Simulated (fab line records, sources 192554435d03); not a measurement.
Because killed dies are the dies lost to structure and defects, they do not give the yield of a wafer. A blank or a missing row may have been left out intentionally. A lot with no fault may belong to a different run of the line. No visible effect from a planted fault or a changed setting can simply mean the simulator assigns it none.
Split-lot study + flow n5-finfet + 39 wafers read across 7 lots, on a route 1938 steps long

## ABOUT THE SPLIT
At N5_FIN_SAQP_ETCH_65 (etches SiO2 in CF4, target depth 4 nm, time 4.4 s), the setting time-s was moved away from the recipe's 4.4 s on 15 of the 39 wafers read, by -53.7% to +50.0%. For the rest of the wafers, this setting stayed at what the recipe calls for.

The reading is taken at the split's own step.

## THE READING
etch.depth-nm (the simulator's own value, which no gauge read), in nm, at N5_FIN_SAQP_ETCH_65 (etches SiO2 in CF4, target depth 4 nm, time 4.4 s). No usual value for it is given in the file. Average 4.023 nm, standard deviation 0.06 nm, over the 24 wafers here run with the recipe.

| wafer  | tool, chamber at the split | time-s as run, s | against the recipe | etch.depth-nm, nm | against lot-mates on the recipe |
|--------|----------------------------|------------------|--------------------|-------------------|---------------------------------|
| L074.1 | rie-si-06, 3               | 4.4              | recipe             | 3.93              | -                               |
| L074.5 | rie-si-06, 0               | 4.4              | recipe             | 4.04              | -                               |
| L074.6 | rie-si-06, 1               | 4.4              | recipe             | 4.064             | -                               |
| L076.1 | rie-si-06, 0               | 4.4              | recipe             | 4.071             | -                               |
| L076.2 | rie-si-06, 3               | 4.4              | recipe             | 3.993             | -                               |
| L076.3 | rie-si-06, 2               | 4.4              | recipe             | 4.113             | -                               |
| L076.4 | rie-si-06, 1               | 4.4              | recipe             | 4.075             | -                               |
| L076.5 | rie-si-06, 3               | 4.4              | recipe             | 3.961             | -                               |
| L076.6 | rie-si-06, 2               | 4.4              | recipe             | 4.132             | -                               |
| L079.1 | rie-si-03, 1               | 4.4              | recipe             | 3.991             | -                               |
| L079.2 | rie-si-03, 3               | 4.4              | recipe             | 3.935             | -                               |
| L079.3 | rie-si-03, 2               | 4.4              | recipe             | 4.006             | -                               |
| L079.4 | rie-si-03, 0               | 5.505            | +25.1%             | 5.09              | +1.113                          |
| L079.5 | rie-si-03, 2               | 5.505            | +25.1%             | 4.945             | +0.968                          |
| L079.6 | rie-si-03, 1               | 5.505            | +25.1%             | 4.911             | +0.934                          |
| L081.1 | rie-si-06, 0               | 4.4              | recipe             | 4.063             | -                               |
| L081.2 | rie-si-06, 2               | 6.602            | +50.0%             | 6.207             | +2.164                          |
| L081.3 | rie-si-06, 3               | 4.4              | recipe             | 3.957             | -                               |
| L081.4 | rie-si-06, 1               | 4.4              | recipe             | 4.109             | -                               |
| L081.5 | rie-si-06, 0               | 6.602            | +50.0%             | 6.123             | +2.080                          |
| L081.6 | rie-si-06, 1               | 6.602            | +50.0%             | 6.129             | +2.086                          |
| L089.1 | rie-si-06, 1               | 4.4              | recipe             | 4.088             | -                               |
| L089.2 | rie-si-06, 0               | 4.4              | recipe             | 4.022             | -                               |
| L089.3 | rie-si-06, 3               | 2.036            | -53.7%             | 1.84              | -2.228                          |
| L089.4 | rie-si-06, 2               | 2.036            | -53.7%             | 1.894             | -2.174                          |
| L089.5 | rie-si-06, 1               | 4.4              | recipe             | 4.093             | -                               |
| L089.6 | rie-si-06, 0               | 2.036            | -53.7%             | 1.872             | -2.196                          |
| L090.1 | rie-si-06, 2               | 3.237            | -26.4%             | 3.021             | -0.964                          |
| L090.2 | rie-si-06, 3               | 4.4              | recipe             | 3.951             | -                               |
| L090.3 | rie-si-06, 1               | 3.237            | -26.4%             | 3.001             | -0.984                          |
| L090.4 | rie-si-06, 0               | 3.237            | -26.4%             | 2.982             | -1.003                          |
| L090.5 | rie-si-06, 0               | 4.4              | recipe             | 4.023             | -                               |
| L090.6 | rie-si-06, 3               | 4.4              | recipe             | 3.98              | -                               |
| L092.1 | rie-si-03, 1               | 5.238            | +19.0%             | 4.695             | +0.711                          |
| L092.2 | rie-si-03, 2               | 4.4              | recipe             | 3.997             | -                               |
| L092.3 | rie-si-03, 3               | 4.4              | recipe             | 3.933             | -                               |
| L092.4 | rie-si-03, 0               | 5.238            | +19.0%             | 4.819             | +0.835                          |
| L092.5 | rie-si-03, 0               | 4.4              | recipe             | 4.023             | -                               |
| L092.6 | rie-si-03, 3               | 5.238            | +19.0%             | 4.728             | +0.744                          |

FIT RESULTS
A straight line over all 39 wafers: etch.depth-nm changes by +0.0405 nm for each +1% of time-s; r = +1.00; the points scatter about the line by 0.069 nm.
The same after taking each lot's own level away (the mean of its wafers on the recipe; 39 wafers): +0.0409 nm for each +1%; r = +1.00; scatter 0.059 nm.
That fit puts the effect of the largest move of time-s on the reading at 2.2 nm.
Measured against the standard deviation above, the lots' own levels, which go from 3.9773 to 4.0677 nm, span 1.5 times it.
Hence the lot-to-lot level has little effect on the slope; both slopes agree.
Check: for one of the wafers moved furthest among these (-53.7%), held out of the fit, the line's prediction against its lot-mates is -2.18 nm. It came out at -2.23 nm against them.

## ADDITIONAL SPLITS CARRIED BY THESE WAFERS
These wafers also went through other splits before the reading. Each is held against what the fit with the lots' levels taken away leaves over:
| other split on the same wafers | wafers away from the commonest value | r with etch.depth-nm (lot level and that fit taken away) |
|--------------------------------|--------------------------------------|----------------------------------------------------------|
| N5_FIN_SAQP_PECVD_06 time-s    | 6                                    | +0.12                                                    |

## THE FILE'S OWN FIT
etch.depth-nm changes by +0.0409 nm for each +1% of time-s, r = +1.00.
